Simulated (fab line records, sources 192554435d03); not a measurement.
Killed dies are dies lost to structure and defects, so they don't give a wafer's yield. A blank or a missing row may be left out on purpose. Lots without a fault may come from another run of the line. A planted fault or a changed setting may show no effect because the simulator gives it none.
fab line records | flow n5_finfet
record lots=5 wafers=12 last_day=16
route steps=1938 shown GATE_CUT@481 BEOL_M4@1111
lots that met no fault: from a run of the same line without faults
start_h: hours from the record's first day to the start of the lot's first wafer shown | wait_h: hours since the lot's step before | " the same as in the row above | L1.1+2: a row that stands for several wafers | - no value, or no start given | * or withheld: withheld | < > ~ a bound
route shown NAME@n: a module of which the file shows steps, and the number in the route of the first | usual: mean/standard deviation of fault-free wafers | same: alike in all rows | chamber/n: place in a boat | sites: the reading at each site | _std_site: their standard deviation | _edge_site: outer sites' mean less inner sites' | radius_mm: how far each site lies from the wafer's centre | mask NAME#n: copy n | behind: the tool/chamber that last shaped the wafer | hold: why the lot was held/for how many hours/how that ended | device: the transistor (n, p or np) that didn't switch | end of line: the same wafers' tests at the end of the route | a step without rows: its recipe alone | killed: dies lost to structure and defects at the first sort, not the wafer's yield | map: a wafer's dies, x killed, . not, _ none there
set.NAME: the setting as run; set.NAME@STEP: as run at that earlier step | model.NAME: the simulator's own value behind a step, which no gauge read
lots at some steps of the route; a table a step, a row a wafer
services: from which hour (start_h, from the record's first day; less than 0 if before it) a tool's chamber was out of use, for how many hours, and why
## steps
# step N5_GATE_CUT_COAT_07
# recipe resist=CAR-EUV spin_rpm=1500 resist_thk_nm=30
# step N5_GATE_CUT_EBR_09
# recipe solvent=PGMEA ebr_width_mm=1.5
# step N5_GATE_CUT_SOFTBAKE_08
# recipe temp_c=110 time_s=60 resist=CAR-EUV
# step N5_GATE_CUT_EXPOSE_10
# recipe mask_id=GATE_CUT na=0.33 source_shape=annular sigma_inner=0.35 sigma_outer=0.8 polarization=unpolarized target_cd_nm=20 dose_mj=43.25
# step N5_GATE_CUT_PEB_11
# recipe peb_temp_c=100 peb_time_s=60 resist=CAR-EUV
# step N5_GATE_CUT_DEVELOP_12
# recipe develop_time_s=30 developer=TMAH resist=CAR-EUV rinse_liquid=surfactant_rinse dry=air_spin dev_temp_c=23
# step N5_GATE_CUT_DESCUM_18
# recipe chemistry=O2 time_s=7 source_power_w=50 bias_power_w=20 pressure_mtorr=20 rf_frequency_hz=2.712e+07 temp_c=40 resist=CAR-EUV o2_flow_sccm=225
# step N5_GATE_CUT_ETCH_28
# recipe chemistry=N2/H2 target=underlayer target_depth_a=130 mask_material=CAR-EUV time_s=10.4 ion_energy_ev=200 pressure_mtorr=30 source_w=840 bias_w=150 n2_flow_sccm=200 h2_flow_sccm=200 ends=cleared
# step N5_GATE_CUT_ETCH_36
# recipe chemistry=CF4 target=SiARC target_depth_a=130 mask_material=CAR-EUV time_s=21.7 ion_energy_ev=80 pressure_mtorr=40 source_w=545 bias_w=36 Ar_flow_sccm=100 cf4_flow_sccm=100 ends=cleared
# step N5_GATE_CUT_ETCH_37
# recipe chemistry=N2/H2 target=SOC target_depth_a=600 overetch_a=120 mask_material=SiARC temp_c=40 time_s=90 ion_energy_ev=200 pressure_mtorr=30 source_w=840 bias_w=150 n2_flow_sccm=200 h2_flow_sccm=200
# usual drypump_motor_current_A=5.6/0.44 h2_flow_sccm=200.0/0.63 oes_product_au=0.68/0.081 rf_vpp_V=523.3/2.4 showerhead_plenum_p_Torr=2.53/0.083 throttle_valve_pct=17.77/0.27
# columns lot.wafer tool chamber start_h wait_h drypump_motor_current_A h2_flow_sccm oes_product_au rf_hours_counter_h rf_vpp_V showerhead_plenum_p_Torr throttle_valve_pct model.SiARC_of_GATE_CUT_COAT_35.thk_nm model.GATE_CUT.cd_nm
L763.1 rie_diel-01 1 112.79 0.0 5.8 200.7 0.78 53 522.0 2.49 17.56 6 20.2
L763.2 " 3 " " 5.6 200.1 0.70 129 526.1 2.67 17.69 6 20
L763.4 " 2 " " 5.2 199.6 0.72 110 521.7 2.45 17.67 6 19.6
L765.1 rie_diel-03 0 123.74 0.0 6.0 199.1 0.62 220 524.3 2.50 17.55 6 20.2
L765.2 " 2 " " 5.0 198.8 0.61 244 526.6 2.62 17.86 5.8 19.4
L765.6 " 0 " " 6.0 199.2 0.62 - 523.3 2.50 17.56 6 20.2
L774.3 rie_diel-03 3 190.38 0.0 5.7 199.5 0.61 240 522.0 2.52 18.09 4.2 20.8
L774.6 " 0 " " 6.0 199.8 0.61 - 523.0 2.50 17.61 6 20.2
L775.3 rie_diel-03 3 192.13 0.0 5.7 200.0 0.61 241 523.8 2.52 18.11 4.2 21
L775.4 " 0 " " 6.1 199.7 0.60 242 522.8 2.49 17.60 6 20.2
L777.3 rie_diel-03 1 200.82 0.0 6.3 201.7 0.62 247 525.0 2.60 18.25 4 21
L777.4 " 2 " " 5.0 200.7 0.84 10 524.7 2.61 17.46 5.8 20.2
# step N5_GATE_CUT_STRIP_38
# recipe chemistry=N2/H2 temp_c=40 n2_flow_sccm=200 h2_flow_sccm=200 rf_frequency_hz=6e+07
# step N5_GATE_CUT_STRIP_39
# recipe chemistry=N2/H2 temp_c=40 n2_flow_sccm=200 h2_flow_sccm=200 rf_frequency_hz=6e+07
# step N5_GATE_CUT_HM_OPEN_40
# recipe chemistry=C4F6/O2 target=SiO2 mask_material=SiARC target_depth_a=1390 time_s=85.1 ion_energy_ev=250 pressure_mtorr=30 source_w=345 bias_w=185 Ar_flow_sccm=300 C4F6_flow_sccm=10 O2_flow_sccm=10 ends=cleared
# step N5_GATE_CUT_STRIP_41
# recipe chemistry=CF4 resist=SiARC power_w=300 bias_power_w=75 pressure_mtorr=50 cf4_flow_sccm=150 rf_frequency_hz=6e+07
# step N5_GATE_CUT_STRIP_42
# recipe chemistry=O2 power_w=400 temp_c=40 pressure_mtorr=30 rf_frequency_hz=6e+07 bias_power_w=0 overash_fraction=0.3 o2_flow_sccm=225
# step N5_GATE_CUT_ETCH_19
# recipe chemistry=CH3F/O2 target=SiNx mask_material=SiO2 target_depth_a=537 time_s=76.7 pressure_mtorr=30 source_w=395 bias_w=73 Ar_flow_sccm=150 CH3F_flow_sccm=30 O2_flow_sccm=20 ion_energy_ev=120 ends=cleared
# step N5_GATE_CUT_CUT_ETCH_53
# recipe chemistry=SF6/Cl2 target=W mask_material=SiO2 target_depth_a=792 pressure_mtorr=8 icp_w=900 bias_w=80 SF6_flow_sccm=40 Cl2_flow_sccm=60 ends=cleared
# step N5_GATE_CUT_CUT_ETCH_54
# recipe chemistry=Cl2/BCl3 target=TiN mask_material=SiO2 target_depth_a=967 pressure_mtorr=10 icp_w=1000 bias_w=126 Cl2_flow_sccm=53.25 bcl3_flow_sccm=21.75 Ar_flow_sccm=25 ends=cleared
# step N5_GATE_CUT_CUT_ETCH_55
# recipe chemistry=BCl3 target=HfO2 mask_material=SiO2 target_depth_a=32 ion_energy_ev=30 pressure_mtorr=5 icp_w=450 bias_w=18 bcl3_flow_sccm=80
# step N5_GATE_CUT_ETCH_47
# recipe chemistry=Cl2/BCl3 target=SiO2 target_depth_a=100 pressure_mtorr=10 icp_w=1000 bias_w=126 Cl2_flow_sccm=53.25 bcl3_flow_sccm=21.75 Ar_flow_sccm=25
# usual drypump_motor_current_A=5.8/0.77 mfc_ar_sccm=25.00/0.066 oes_product_au=0.71/0.09 throttle_valve_pct=22.81/0.25
# columns lot.wafer tool chamber start_h wait_h drypump_motor_current_A mfc_ar_sccm oes_product_au rf_hours_counter_h throttle_valve_pct model.GATE_CUT.cd_nm
L763.1 rie_metal-03 1 113.25 0.0 6.8 25.06 0.80 37 22.69 20.8
L763.2 " 0 " " 5.0 24.91 0.66 105 22.48 20.6
L763.4 " 1 " " 6.7 25.16 0.81 - 22.70 20.4
L765.1 rie_metal-01 1 124.20 0.0 6.6 24.93 0.79 36 22.97 20.4
L765.2 " 0 " " 5.1 25.08 0.64 116 23.10 20
L765.6 " 0 " " 5.1 25.13 0.64 - 23.10 20.4
L774.3 rie_metal-03 1 190.85 0.0 6.7 24.99 0.79 - 22.72 20.6
L774.6 " 0 " " 5.0 25.01 0.65 - 22.52 20.2
L775.3 rie_metal-01 1 192.61 0.0 6.5 25.05 0.78 - 22.99 21
L775.4 " 0 " " 5.1 25.06 0.62 - 23.14 20.4
L777.3 rie_metal-01 0 201.30 0.0 5.1 25.06 0.62 - 23.13 20.8
L777.4 " 1 " " 6.5 25.00 0.78 - 22.99 19.6
# step N5_GATE_CUT_VAPOR_ETCH_48
# recipe chemistry=BCl3/Cl2 target=TiN mode=isotropic
# step N5_BEOL_M4_RC_MEAS_101
# usual DIBL_N=36.5/1.4 DIBL_P=36.6/1.9 IOFF_N=0.167/0.029 IOFF_P=0.21/0.033 ION_N=674/12 ION_P=460/8.9 SS_N=71.6/0.57 SS_P=73.4/0.61 VT_N=249/3.3 VT_P=-250/3.3
# columns lot.wafer tool chamber start_h wait_h DIBL_N[mV/V] DIBL_P[mV/V] IOFF_N[nA/um] IOFF_P[nA/um] ION_N[uA/um] ION_P[uA/um] SS_N[mV/dec] SS_P[mV/dec] VT_N[mV] VT_P[mV]
L763.1 prober-01 0 195.80 0.0 33.3 32.2 0.110 0.16 649 460 69.8 72.3 254 -251
L763.2 " 0 " " 35.8 34.8 0.144 0.21 661 459 71.8 73.1 253 -249
L763.4 " 0 " " 37.9 37.2 0.194 0.23 666 456 71.6 73.8 245 -248
L765.1 prober-01 0 210.24 0.0 36.0 36.1 0.171 0.24 676 470 72.1 74.3 247 -244
L765.2 " 0 " " 36.1 35.6 0.172 0.24 693 479 71.5 74.2 247 -244
L765.6 " 0 " " 37.0 36.8 0.190 0.28 684 479 72.0 74.0 246 -243
L774.3 prober-01 0 268.71 0.3 38.2 37.0 0.149 0.17 659 447 71.8 72.9 252 -257
L774.6 " 0 " " 38.0 36.6 0.152 0.17 665 445 71.4 72.8 250 -256
L775.3 prober-02 0 269.52 0.3 38.2 38.8 0.181 0.21 666 450 71.6 74.3 246 -253
L775.4 " 0 " " 39.2 39.4 0.201 0.22 674 452 73.1 74.1 250 -253
L777.3 prober-02 0 287.07 0.3 38.7 38.4 0.205 0.22 686 457 71.3 74.2 245 -250
L777.4 " 0 " " 37.2 38.2 0.190 0.21 698 470 71.8 73.4 246 -251
## services
# columns tool chamber start_h hours kind
rie_metal-01 - 117.70 2.8 pm
rie_diel-03 2 142.38 - clean
rie_diel-03 2 142.38 - consumable_replace:focus_ring
rie_diel-01 0 144.02 - clean
rie_diel-01 0 144.02 - consumable_replace:focus_ring
rie_diel-01 0 144.02 16.1 scheduled_down
rie_diel-01 0 144.02 16.1 vent_cycle
rie_metal-03 - 150.55 2.5 repair
rie_metal-03 1 166.83 4.3 repair
rie_diel-01 1 186.61 6.5 repair
## key
first_sign none at tools or gauges
model_effect step=N5_GATE_CUT_ETCH_37 value=SiARC_of_GATE_CUT_COAT_35.thk_nm without=6.133 struck=4.133
model_effect step=N5_GATE_CUT_ETCH_47 value=GATE_CUT.cd_nm without=20 struck=20.8
met_at N5_GATE_CUT_ETCH_37
struck_wafers L774.3,L775.3,L777.3
onset_between 123.74 190.38
fault kind=process_parameter_drift tool=rie_diel-03 chamber=- onset_h=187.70 steps=N5_GATE_CUT_ETCH_37 channel=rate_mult offset=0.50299 shape=step end_h=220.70 scope=struck_wafers_only
